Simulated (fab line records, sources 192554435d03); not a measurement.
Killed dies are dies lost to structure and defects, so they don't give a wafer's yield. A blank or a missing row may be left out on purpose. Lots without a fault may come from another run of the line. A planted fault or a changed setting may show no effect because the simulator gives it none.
Chamber matching | flow n5_finfet | N5_MOL_CONTACT_COAG_ETCHBACK_136 on rie_diel-01: 4 sister chambers
The step etches SiO2 in CHF3, target depth 25 nm, time 16.7 s. 8 wafers are shown with their chamber, then 8 later ones without.

WAFERS WITH THEIR CHAMBER
wafer  | chamber | rf_vpp_V (V) | showerhead_plenum_p_Torr (Torr)
L078.4 | 2       | 547          | 2.39
L082.3 | 0       | 496          | 2.33
L081.5 | 2       | 546          | 2.38
L081.6 | 1       | 563          | 2.52
L083.2 | 0       | 496          | 2.33
L083.3 | 3       | 543          | 2.34
L083.6 | 3       | 545          | 2.34
L086.2 | 1       | 563          | 2.51

WAFERS WITHOUT THEIR CHAMBER
wafer  | rf_vpp_V (V) | showerhead_plenum_p_Torr (Torr)
L086.3 | 544          | 2.38
L086.4 | 495          | 2.32
L090.3 | 564          | 2.51
L090.4 | 563          | 2.51
L090.6 | 495          | 2.32
L097.4 | 543          | 2.34
L097.5 | 545          | 2.37
L097.6 | 546          | 2.34

WHICH CHAMBER EACH WENT THROUGH
wafer  | from the rows above | in truth
L086.3 | 2                   | 2
L086.4 | 0                   | 0
L090.3 | 1                   | 1
L090.4 | 1                   | 1
L090.6 | 0                   | 0
L097.4 | 3                   | 3
L097.5 | 2                   | 2
L097.6 | 3                   | 3
Placed correctly: 8 of 8. Can't be placed from these rows: 0. Placed wrongly: 0.
How it was worked out, from the rows above alone: a wafer's distance from a chamber is the root of the sum, over the readings, of the square of ((its reading less the chamber's mean) divided by the reading's scatter). The wafer belongs to the nearest chamber; if the next one is less than 2 further off, it can't be placed. A chamber's mean is the mean of its shown wafers. The scatter: the root of (the sum of the squares of (reading less its chamber's mean) over the shown wafers, divided by (wafers less chambers)).
